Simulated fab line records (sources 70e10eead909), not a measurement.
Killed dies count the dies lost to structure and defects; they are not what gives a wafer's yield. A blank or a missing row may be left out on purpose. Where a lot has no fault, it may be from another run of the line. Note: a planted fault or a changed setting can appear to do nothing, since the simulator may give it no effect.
The tool behind it: which one? | flow nandHarc | 24 lots with 72 wafers sampled at 6 steps, on a route of 1302 steps

## WHAT EACH GAUGE READ, for each wafer
No reading from a measuring or inspecting step in the record can be judged against a usual standard deviation.

## WHICH TOOL RAN EACH LOT (tool, then ch and the chambers of the sampled wafers, then the start)
lot  | NHARC_A_STAIRCASE_ETCH_188                   | NHARC_A_STAIRCASE_ETCH_232                   | NHARC_A_STAIRCASE_TRIM_233                   | NHARC_A_STAIRCASE_STRIP_238         | NHARC_A_STAIRCASE_ETCH_253        | NHARC_A_STAIRCASE_DEP_259
L074 | rieDiel-08 ch 1,2,3, day 16 01:15 or earlier | rieDiel-10 ch 0,2,3, day 16 01:15 or earlier | rieDiel-10 ch 0,3, day 16 01:15 or earlier   | plasmaAsher-02 ch 0,1, day 16 01:15 | rieDiel-08 ch 0,1,3, day 16 02:46 | pecvd-01 ch 0,1,2, day 16 05:42
L075 | rieDiel-10 ch 0,3, day 16 10:26 or earlier   | rieDiel-08 ch 0,1, day 16 10:26 or earlier   | rieDiel-08 ch 0,2,3, day 16 10:26 or earlier | plasmaAsher-02 ch 0,1, day 16 10:26 | rieDiel-01 ch 1,2, day 16 11:58   | pecvd-01 ch 0,1,2, day 16 16:04
L076 | rieDiel-01 ch 0,1, day 16 13:35 or earlier   | rieDiel-01 ch 0,3, day 16 13:35 or earlier   | rieDiel-01 ch 0,1,2, day 16 13:35 or earlier | plasmaAsher-01 ch 0,1, day 16 13:35 | rieDiel-01 ch 0,1,2, day 16 15:14 | pecvd-03 ch 0,1,2, day 16 19:49
L077 | rieDiel-10 ch 2,3, day 17 07:55 or earlier   | rieDiel-10 ch 1,2,3, day 17 07:55 or earlier | rieDiel-10 ch 1,2,3, day 17 07:55 or earlier | plasmaAsher-01 ch 0,1, day 17 07:55 | rieDiel-01 ch 1,3, day 17 09:29   | pecvd-02 ch 0,2, day 17 13:44
L078 | rieDiel-10 ch 0,2,3, day 17 13:37 or earlier | rieDiel-01 ch 1,2, day 17 13:37 or earlier   | rieDiel-01 ch 1,2,3, day 17 13:37 or earlier | plasmaAsher-02 ch 0,1, day 17 13:37 | rieDiel-10 ch 0,3, day 17 15:11   | pecvd-01 ch 0,2, day 17 17:58
L079 | rieDiel-10 ch 0,1,2, day 17 14:22 or earlier | rieDiel-10 ch 2,3, day 17 14:22 or earlier   | rieDiel-10 ch 0,3, day 17 14:22 or earlier   | plasmaAsher-02 ch 0,1, day 17 14:22 | rieDiel-10 ch 0,3, day 17 15:58   | pecvd-01 ch 1,2, day 17 18:47
L080 | rieDiel-08 ch 0,3, day 18 09:25 or earlier   | rieDiel-01 ch 0,1,2, day 18 09:25 or earlier | rieDiel-01 ch 0,1, day 18 09:25 or earlier   | plasmaAsher-02 ch 0,1, day 18 09:25 | rieDiel-10 ch 0,2,3, day 18 10:50 | pecvd-02 ch 0,2, day 18 13:42
L081 | rieDiel-10 ch 0,1, day 18 10:17 or earlier   | rieDiel-10 ch 0,2,3, day 18 10:17 or earlier | rieDiel-10 ch 0,1,2, day 18 10:17 or earlier | plasmaAsher-02 ch 0, day 18 10:17   | rieDiel-10 ch 0,3, day 18 11:46   | pecvd-03 ch 0,1, day 18 15:31
L083 | rieDiel-10 ch 0,2,3, day 19 11:46 or earlier | rieDiel-10 ch 0,1,3, day 19 11:46 or earlier | rieDiel-10 ch 0,2,3, day 19 11:46 or earlier | plasmaAsher-02 ch 0,1, day 19 11:46 | rieDiel-08 ch 0,1,2, day 19 13:22 | pecvd-02 ch 0,1,2, day 19 18:21
L082 | rieDiel-01 ch 1,3, day 19 15:46 or earlier   | rieDiel-10 ch 2,3, day 19 15:46 or earlier   | rieDiel-10 ch 0,2,3, day 19 15:46 or earlier | plasmaAsher-01 ch 0,1, day 19 15:46 | rieDiel-01 ch 0,1,3, day 19 17:20 | pecvd-01 ch 0,1,2, day 19 21:37
L085 | rieDiel-10 ch 1,2, day 20 10:34 or earlier   | rieDiel-01 ch 0,1, day 20 10:34 or earlier   | rieDiel-01 ch 1,2,3, day 20 10:34 or earlier | plasmaAsher-02 ch 0,1, day 20 10:34 | rieDiel-01 ch 0,1,3, day 20 11:57 | pecvd-02 ch 0,1, day 20 14:43
L084 | rieDiel-08 ch 1,2, day 20 10:38 or earlier   | rieDiel-10 ch 0,1,3, day 20 10:38 or earlier | rieDiel-10 ch 0,2,3, day 20 10:38 or earlier | plasmaAsher-01 ch 0,1, day 20 10:38 | rieDiel-10 ch 0,1, day 20 12:14   | pecvd-01 ch 0,2, day 20 15:03
L086 | rieDiel-08 ch 0,1,2, day 21 07:53 or earlier | rieDiel-01 ch 0,3, day 21 07:53 or earlier   | rieDiel-01 ch 0,2,3, day 21 07:53 or earlier | plasmaAsher-02 ch 0,1, day 21 07:53 | rieDiel-08 ch 1,2,3, day 21 09:29 | pecvd-03 ch 0,1, day 21 14:43
L087 | rieDiel-01 ch 2,3, day 21 08:13 or earlier   | rieDiel-10 ch 0,1,3, day 21 08:13 or earlier | rieDiel-10 ch 1,2,3, day 21 08:13 or earlier | plasmaAsher-02 ch 0,1, day 21 08:13 | rieDiel-01 ch 0,1, day 21 09:38   | pecvd-03 ch 0,1,2, day 21 16:25
L088 | rieDiel-08 ch 1,2,3, day 22 08:38 or earlier | rieDiel-08 ch 0,1,3, day 22 08:38 or earlier | rieDiel-08 ch 0,3, day 22 08:38 or earlier   | plasmaAsher-01 ch 0,1, day 22 08:38 | rieDiel-10 ch 0,2,3, day 22 10:14 | pecvd-03 ch 1,2, day 22 13:00
L089 | rieDiel-10 ch 0,1, day 22 12:02 or earlier   | rieDiel-08 ch 1,2,3, day 22 12:02 or earlier | rieDiel-08 ch 1,2,3, day 22 12:02 or earlier | plasmaAsher-01 ch 0,1, day 22 12:02 | rieDiel-08 ch 1,2, day 22 13:29   | pecvd-02 ch 0,2, day 22 16:18
L091 | rieDiel-01 ch 1,2, day 22 18:46 or earlier   | rieDiel-01 ch 0,2, day 22 18:46 or earlier   | rieDiel-01 ch 0,3, day 22 18:46 or earlier   | plasmaAsher-02 ch 0,1, day 22 18:46 | rieDiel-01 ch 0,3, day 22 20:13   | pecvd-03 ch 0,1,2, day 23 00:05
L090 | rieDiel-10 ch 0,3, day 22 19:01 or earlier   | rieDiel-08 ch 0,2,3, day 22 19:01 or earlier | rieDiel-08 ch 1,2, day 22 19:01 or earlier   | plasmaAsher-02 ch 0,1, day 22 19:01 | rieDiel-01 ch 0,1, day 22 20:37   | pecvd-03 ch 0,1,2, day 23 01:37
L092 | rieDiel-10 ch 1,2,3, day 23 15:25 or earlier | rieDiel-10 ch 0,2,3, day 23 15:25 or earlier | rieDiel-10 ch 0,1,2, day 23 15:25 or earlier | plasmaAsher-01 ch 0,1, day 23 15:25 | rieDiel-01 ch 0,1,2, day 23 16:58 | pecvd-01 ch 0,1,2, day 23 20:14
L093 | rieDiel-01 ch 2,3, day 24 09:28 or earlier   | rieDiel-10 ch 1,2, day 24 09:28 or earlier   | rieDiel-10 ch 0,1,2, day 24 09:28 or earlier | plasmaAsher-01 ch 0,1, day 24 09:28 | rieDiel-08 ch 0,2, day 24 11:04   | pecvd-03 ch 0,1, day 24 14:09
L095 | rieDiel-10 ch 0,1,3, day 24 10:44 or earlier | rieDiel-08 ch 0,1,2, day 24 10:44 or earlier | rieDiel-08 ch 0,2, day 24 10:44 or earlier   | plasmaAsher-01 ch 0,1, day 24 10:44 | rieDiel-10 ch 0,1,3, day 24 12:13 | pecvd-03 ch 0,2, day 24 15:58
L094 | rieDiel-10 ch 0,2, day 24 11:17 or earlier   | rieDiel-10 ch 2,3, day 24 11:17 or earlier   | rieDiel-10 ch 2,3, day 24 11:17 or earlier   | plasmaAsher-01 ch 0,1, day 24 11:17 | rieDiel-10 ch 0,1,2, day 24 12:54 | pecvd-01 ch 0,2, day 24 18:55
L096 | rieDiel-10 ch 0,2,3, day 25 03:16 or earlier | rieDiel-01 ch 0,2,3, day 25 03:16 or earlier | rieDiel-01 ch 1,2,3, day 25 03:16 or earlier | plasmaAsher-02 ch 0,1, day 25 03:16 | rieDiel-10 ch 1,2,3, day 25 05:02 | pecvd-01 ch 0,1,2, day 25 11:04
L097 | rieDiel-08 ch 1,2,3, day 25 20:41 or earlier | rieDiel-08 ch 0,1,3, day 25 20:41 or earlier | rieDiel-08 ch 1,2,3, day 25 20:41 or earlier | plasmaAsher-02 ch 0,1, day 25 20:41 | rieDiel-10 ch 0,2,3, day 25 22:10 | pecvd-03 ch 0,1,2, day 26 03:50
- NHARC_A_STAIRCASE_ETCH_188: etches the open film in C4F8/O2, target depth 100 nm, time 40.5 s.
- NHARC_A_STAIRCASE_ETCH_232: etches the open film in C4F8/O2, target depth 100 nm, time 40.5 s.
- NHARC_A_STAIRCASE_TRIM_233: chemistry O2, time 211.2 s.
- NHARC_A_STAIRCASE_STRIP_238: strips in O2.
- NHARC_A_STAIRCASE_ETCH_253: etches the open film in C4F8/O2, target depth 50 nm, time 20.2 s.
- NHARC_A_STAIRCASE_DEP_259: deposits SiON, target thk 30 nm.

## AS READ BY THE TOOLS THEMSELVES (means over the sampled wafers that have a number; for cases with no such wafer, the mark the record gives instead)
NHARC_A_STAIRCASE_ETCH_188.
lot  | tool       | oesProductAu (a.u.) | rfVppV (V)
L074 | rieDiel-08 | 0.933               | 897
L075 | rieDiel-10 | 0.947               | 895
L076 | rieDiel-01 | 0.954               | 894
L077 | rieDiel-10 | 0.963               | 897
L078 | rieDiel-10 | 0.935               | 895
L079 | rieDiel-10 | 0.923               | 892
L080 | rieDiel-08 | 0.921               | 890
L081 | rieDiel-10 | 0.928               | 891
L083 | rieDiel-10 | 0.937               | 896
L082 | rieDiel-01 | 0.938               | 892
L085 | rieDiel-10 | 0.949               | 902
L084 | rieDiel-08 | 0.952               | 894
L086 | rieDiel-08 | 0.933               | 893
L087 | rieDiel-01 | 0.949               | 891
L088 | rieDiel-08 | 0.936               | 895
L089 | rieDiel-10 | 0.957               | 898
L091 | rieDiel-01 | 0.925               | 893
L090 | rieDiel-10 | 0.940               | 895
L092 | rieDiel-10 | 0.951               | 898
L093 | rieDiel-01 | 0.953               | 890
L095 | rieDiel-10 | 0.953               | 898
L094 | rieDiel-10 | 0.931               | 896
L096 | rieDiel-10 | 0.954               | 895
L097 | rieDiel-08 | 0.951               | 895

NHARC_A_STAIRCASE_ETCH_232.
lot  | tool       | oesProductAu (a.u.) | rfVppV (V)
L074 | rieDiel-10 | 0.947               | 897
L075 | rieDiel-08 | 0.943               | 893
L076 | rieDiel-01 | 0.943               | 892
L077 | rieDiel-10 | 0.941               | 893
L078 | rieDiel-01 | 0.933               | 893
L079 | rieDiel-10 | 0.946               | 896
L080 | rieDiel-01 | 0.928               | 893
L081 | rieDiel-10 | 0.955               | 896
L083 | rieDiel-10 | 0.960               | 899
L082 | rieDiel-10 | 0.968               | 896
L085 | rieDiel-01 | 0.942               | 893
L084 | rieDiel-10 | 0.929               | 898
L086 | rieDiel-01 | 0.957               | 892
L087 | rieDiel-10 | 0.958               | 899
L088 | rieDiel-08 | 0.954               | 893
L089 | rieDiel-08 | 0.949               | 895
L091 | rieDiel-01 | 0.941               | 890
L090 | rieDiel-08 | 0.934               | 890
L092 | rieDiel-10 | 0.953               | 895
L093 | rieDiel-10 | 0.939               | 902
L095 | rieDiel-08 | 0.950               | 898
L094 | rieDiel-10 | 0.936               | 895
L096 | rieDiel-01 | 0.947               | 891
L097 | rieDiel-08 | 0.938               | 901

NHARC_A_STAIRCASE_TRIM_233.
lot  | tool       | drypumpMotorCurrentA (A) | oesProductAu (a.u.) | rfVppV (V) | showerheadPlenumPTorr (Torr) | throttleValvePct (%)
L074 | rieDiel-10 | 5.95                     | 1.002               | 58.7       | 3.53                         | 17.032
L075 | rieDiel-08 | 5.87                     | 0.992               | 56.8       | 3.37                         | 17.041
L076 | rieDiel-01 | 5.89                     | 0.997               | 58.0       | 3.44                         | 17.037
L077 | rieDiel-10 | 5.63                     | 1.006               | 57.9       | 3.46                         | 17.043
L078 | rieDiel-01 | 5.95                     | 1.007               | 58.4       | 3.42                         | 17.042
L079 | rieDiel-10 | 5.91                     | 1.003               | 57.7       | 3.51                         | 17.039
L080 | rieDiel-01 | 5.89                     | 0.990               | 57.7       | 3.47                         | 17.044
L081 | rieDiel-10 | 5.55                     | 0.992               | 57.7       | 3.43                         | 17.042
L083 | rieDiel-10 | 5.68                     | 0.998               | 57.8       | 3.52                         | 17.038
L082 | rieDiel-10 | 5.68                     | 1.001               | 58.4       | 3.52                         | 17.030
L085 | rieDiel-01 | 5.94                     | 1.009               | 57.2       | 3.40                         | 17.041
L084 | rieDiel-10 | 5.68                     | 1.004               | 57.8       | 3.51                         | 17.045
L086 | rieDiel-01 | 5.74                     | 0.997               | 57.2       | 3.40                         | 17.038
L087 | rieDiel-10 | 5.60                     | 1.010               | 58.2       | 3.62                         | 17.033
L088 | rieDiel-08 | 5.82                     | 1.000               | 57.4       | 3.33                         | 17.046
L089 | rieDiel-08 | 5.75                     | 1.010               | 58.0       | 3.50                         | 17.031
L091 | rieDiel-01 | 5.57                     | 0.992               | 58.4       | 3.41                         | 17.028
L090 | rieDiel-08 | 5.73                     | 1.005               | 57.7       | 3.47                         | 17.032
L092 | rieDiel-10 | 5.53                     | 1.002               | 57.9       | 3.59                         | 17.039
L093 | rieDiel-10 | 5.55                     | 0.999               | 57.8       | 3.59                         | 17.043
L095 | rieDiel-08 | 5.78                     | 0.998               | 58.0       | 3.65                         | 17.035
L094 | rieDiel-10 | 5.75                     | 1.006               | 58.2       | 3.51                         | 17.044
L096 | rieDiel-01 | 5.96                     | 0.992               | 57.7       | 3.38                         | 17.036
L097 | rieDiel-08 | 5.77                     | 0.991               | 57.2       | 3.49                         | 17.041

NHARC_A_STAIRCASE_STRIP_238.
lot  | tool           | drypumpMotorCurrentA (A) | heaterPowerW (W)
L074 | plasmaAsher-02 | 5.91                     | 300
L075 | plasmaAsher-02 | 5.93                     | 300
L076 | plasmaAsher-01 | 5.76                     | 304
L077 | plasmaAsher-01 | 5.77                     | 309
L078 | plasmaAsher-02 | 5.90                     | 294
L079 | plasmaAsher-02 | 5.91                     | 299
L080 | plasmaAsher-02 | 5.92                     | 303
L081 | plasmaAsher-02 | 5.86                     | 281
L083 | plasmaAsher-02 | 5.92                     | 296
L082 | plasmaAsher-01 | 5.85                     | 275
L085 | plasmaAsher-02 | 5.92                     | 293
L084 | plasmaAsher-01 | 5.86                     | 280
L086 | plasmaAsher-02 | 5.91                     | 298
L087 | plasmaAsher-02 | 5.97                     | 317
L088 | plasmaAsher-01 | 5.77                     | 303
L089 | plasmaAsher-01 | 5.84                     | 274
L091 | plasmaAsher-02 | 5.96                     | 315
L090 | plasmaAsher-02 | 5.97                     | 323
L092 | plasmaAsher-01 | 5.83                     | 277
L093 | plasmaAsher-01 | 5.85                     | 273
L095 | plasmaAsher-01 | 5.78                     | 300
L094 | plasmaAsher-01 | 5.77                     | 301
L096 | plasmaAsher-02 | 5.98                     | 316
L097 | plasmaAsher-02 | 5.90                     | 300

NHARC_A_STAIRCASE_ETCH_253.
lot  | tool       | oesProductAu (a.u.) | rfVppV (V)
L074 | rieDiel-08 | 0.967               | 895
L075 | rieDiel-01 | 0.956               | 893
L076 | rieDiel-01 | 0.967               | 894
L077 | rieDiel-01 | 0.970               | 894
L078 | rieDiel-10 | 0.967               | 895
L079 | rieDiel-10 | 0.960               | 895
L080 | rieDiel-10 | 0.976               | 897
L081 | rieDiel-10 | 0.965               | 896
L083 | rieDiel-08 | 0.967               | 894
L082 | rieDiel-01 | 0.939               | 893
L085 | rieDiel-01 | 0.930               | 893
L084 | rieDiel-10 | 0.964               | 902
L086 | rieDiel-08 | 0.991               | 896
L087 | rieDiel-01 | 0.958               | 892
L088 | rieDiel-10 | 0.918               | 896
L089 | rieDiel-08 | 0.966               | 899
L091 | rieDiel-01 | 0.968               | 891
L090 | rieDiel-01 | 0.921               | 892
L092 | rieDiel-01 | 0.918               | 891
L093 | rieDiel-08 | 0.974               | 900
L095 | rieDiel-10 | 0.972               | 899
L094 | rieDiel-10 | 0.950               | 898
L096 | rieDiel-10 | 0.958               | 899
L097 | rieDiel-10 | 0.973               | 894

NHARC_A_STAIRCASE_DEP_259.
lot  | tool     | heaterPowerW (W)
L074 | pecvd-01 | 768
L075 | pecvd-01 | 707
L076 | pecvd-03 | 701
L077 | pecvd-02 | 717
L078 | pecvd-01 | 854
L079 | pecvd-01 | 680
L080 | pecvd-02 | 767
L081 | pecvd-03 | 690
L083 | pecvd-02 | 724
L082 | pecvd-01 | 789
L085 | pecvd-02 | 782
L084 | pecvd-01 | 791
L086 | pecvd-03 | 745
L087 | pecvd-03 | 750
L088 | pecvd-03 | 672
L089 | pecvd-02 | 705
L091 | pecvd-03 | 793
L090 | pecvd-03 | 757
L092 | pecvd-01 | 716
L093 | pecvd-03 | 751
L095 | pecvd-03 | 769
L094 | pecvd-01 | 793
L096 | pecvd-01 | 794
L097 | pecvd-03 | 739

## THE ANSWER, worked out from the rows above alone
Rule: the usual values come from the lots themselves. Put in order of their means at a reading, lots are off if they are a third of the lots or fewer, leave a main group of 4 or more, and stand apart from it by a gap of 3 or more times the standard deviation of the main group's means; of several such gaps the widest counts. Not used: any main group whose means are identical at the precision the tables above print for the reading. A lot without any number at a reading at which 4 lots or more have one is off too. The other lots that the step has rows for count as sound. First the gauges in route order, then the tools' own readings, where a lot's mean is used as printed above. At the first step where some lot is off, the reading lying furthest off is the one used; lots without a number count as furthest.
None of the lots is off at any reading shown; this tells nothing.

## WHAT HAD BEEN PUT IN BY THE SIMULATOR
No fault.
